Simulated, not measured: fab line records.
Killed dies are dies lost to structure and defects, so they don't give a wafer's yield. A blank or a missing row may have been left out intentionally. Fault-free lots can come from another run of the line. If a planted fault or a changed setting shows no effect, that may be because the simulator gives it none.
A single fault, viewed from 2 desks ; flow n5 finfet ; numbers are kept per desk, each desk with only its own; the story behind them comes last

FROM THE METROLOGY DESK
What the gauges read, lot by lot, whatever tool the lot ran on: means of the sampled wafers that have a number. A lot is out of limits, marked OUT, if its mean lies more than 4 standard deviations from the usual mean; the brackets give that distance.
Columns: A = cd nm at N5_BEOL_M10_CD_MEAS_35, usual 69.9 nm; B = M10_RS at N5_BEOL_M10_RS_MEAS_57, usual 0.1506 ohm/sq; C = cd nm at N5_BEOL_M11_CD_MEAS_11, usual 64.1 nm; D = cd nm at N5_BEOL_M11_CD_MEAS_18, usual 69.9 nm
lot;first seen here;A;B;C;D
L204;day 13 03:07;70.5;0.1488;64.0;69.9
L205;day 13 07:45;69.5;0.1476;64.6;70.6
L206;day 13 14:55;70.2;0.1480;64.3;70.3
L207;day 14 00:26;70.0;0.1497;64.5;70.2
L209;day 14 09:24;69.9;0.1539;63.7;70.0
L210;day 14 11:23;70.0;0.1495;63.3;69.3
L221;day 15 10:50;69.6;0.1521;64.3;70.3
L219;day 16 12:14;69.9;0.1527;62.2;68.2
L222;day 16 19:24;69.0;0.1525;64.3;69.9
L208;day 18 00:25;70.3;0.1524;62.6;68.7
This desk's verdict: no lot among the 10 shows anything out of limits.

THE TOOL OWNER'S DESK: arfi scanner-03
The tool's own readings at N5_BEOL_M11_EXPOSE_08 (exposes mask M11): means of the sampled wafers that have a number, for each lot that ran on this tool. A lot is out of limits, marked OUT, if its mean lies more than 4 standard deviations from the usual mean; the brackets give that distance.
Columns: A = exposure dose mJ cm2 at N5_BEOL_M11_EXPOSE_08, usual 53.69
lot;first seen here;A
L204;day 13 07:42;53.71
L205;day 13 12:31;53.72
L221;day 15 15:20;53.69
L219;day 16 19:32;52.03 (-35) OUT
L208;day 18 04:45;52.65 (-22) OUT
This desk finds L208, L219 out of limits, L219 being first, at day 16 19:32 (exposure dose mJ cm2 at N5_BEOL_M11_EXPOSE_08). In limits: L204, L205, L221.

ALL TOGETHER
The tool owner's desk could have raised an alarm at day 16 19:32, on L208, L219.
Metrology desk: nothing out of limits seen.
The metrology desk has L208, L219 on record, within its limits.
Every lot named ran N5_BEOL_M11_EXPOSE_08 on arfi scanner-03.

WHAT THE SIMULATOR HAD PUT IN
Process parameters drifting: arfi scanner-03 at N5_BEOL_M11_EXPOSE_08, beginning at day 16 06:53. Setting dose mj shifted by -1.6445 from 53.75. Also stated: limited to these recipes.
Shown lots that were struck: L208, L219.
Each desk's first reading out of limits, in hours after the fault started: the tool owner's desk, 13.
